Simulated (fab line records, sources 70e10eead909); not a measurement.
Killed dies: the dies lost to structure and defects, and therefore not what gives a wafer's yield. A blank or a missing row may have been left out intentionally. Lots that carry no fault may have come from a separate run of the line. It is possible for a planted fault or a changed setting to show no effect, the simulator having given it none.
8D (eight disciplines) problem report, filled in by code | flow nand harc | the parts of the form that need people (team, actions taken, sign-off) are left out

1. THE PROBLEM
Wafers without a fault read 29.3 s, standard deviation 2.5; time to endpoint s at NHARC_P_M1_CMP_23 reads a mean of 15.9 s on 3 wafers belonging to 2 lots. That puts it -5.4 standard deviations away from the usual mean.
The step: polishes, t overpolish 20 s, target thk 157.82 nm.
The first sign was on wafer L181.3 at day 9 20:05, on cmp-01. The record has a number at this step for 33 wafers belonging to 11 lots. The rule behind "out" and "out of limits": a value lying over 4 standard deviations away from the usual mean. All remaining wafers that have a number are taken as sound.

2. WHAT IT IS, WHAT IT ISN'T
question                    | is                     | is not
which readings at this step | time to endpoint s     | motor current A
which lots                  | L181, L183             | L166, L167, L169, L170, L171, L173, L175, L176, L177
which wafers of those lots  | L181.3, L183.4, L183.6 | L181.1, L181.6, L183.3
read on which tools         | cmp-01, cmp-02         | cmp-04
when                        | from day 9 20:05       | up to then (29 sound wafers); but 1 sound wafer of L183 came after

3. SUSPECTS, AND WHAT RULES EACH OUT
Counting: if a tool at a process step up to the reading ran every lot that is out, it stays a suspect. Sound lots after the first of them don't rule it out here, since some wafers of a struck lot are sound.
- rie diel-08 at NHARC_P_M1_ETCH_35 (etches the open film in N2/H2, target depth 40 nm, overetch 12 nm, time 43.94 s): kept. Every lot that is out went through it, the first being L181 (day 9 17:51); the last sound lot it ran before that was L171 (day 7 10:23).
- ecd cu-02 at NHARC_P_M1_ECD_22 (material Cu, target thk 400 nm): kept. Every lot that is out went through it, the first being L181 (day 9 19:10); the last sound lot it ran before that was L177 (day 9 07:41).
- rtp anneal-01 at NHARC_P_M1_ANNEAL_31 (time 90 s): kept. Every lot that is out went through it, the first being L181 (day 9 19:44); the last sound lot it ran before that was L177 (day 9 08:04).
Left after counting: rie diel-08 at NHARC_P_M1_ETCH_35, ecd cu-02 at NHARC_P_M1_ECD_22, rtp anneal-01 at NHARC_P_M1_ANNEAL_31.

4. THE CAUSE (what the simulator had put in)
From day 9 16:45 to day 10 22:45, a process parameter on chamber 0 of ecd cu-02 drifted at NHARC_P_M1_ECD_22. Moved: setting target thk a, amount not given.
Counting left 3 suspects, and this tool is among them.

5. SEQUENCE OF EFFECTS, ordered by route
Each row: a reading whose mean over the struck wafers that have a number lies more than 3 standard deviations from the usual. Readings are gone through only where the record gives a usual standard deviation; hours: the median, over the lots, of the time from a lot's start at the first step in this table giving one to that lot's start at this step; sigmas: the change measured in usual standard deviations.
hours | step              | reading            | usual  | on struck wafers | change | sigmas
0     | NHARC_P_M1_CMP_23 | time to endpoint s | 29.3 s | 15.9             | -13.4  | -5.4
Its process steps:
- NHARC_P_M1_CMP_23: polishes, t overpolish 20 s, target thk 157.82 nm.

6. WHAT WOULD HAVE CAUGHT IT SOONER
First out-of-limits reading in this record: day 9 20:05, which is 3 hours after fault onset at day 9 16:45.
Of the lots that are out (2), L183 began NHARC_P_M1_ECD_22 on ecd cu-02 after day 9 20:05. A tool hold placed at that time would have kept it from harm.
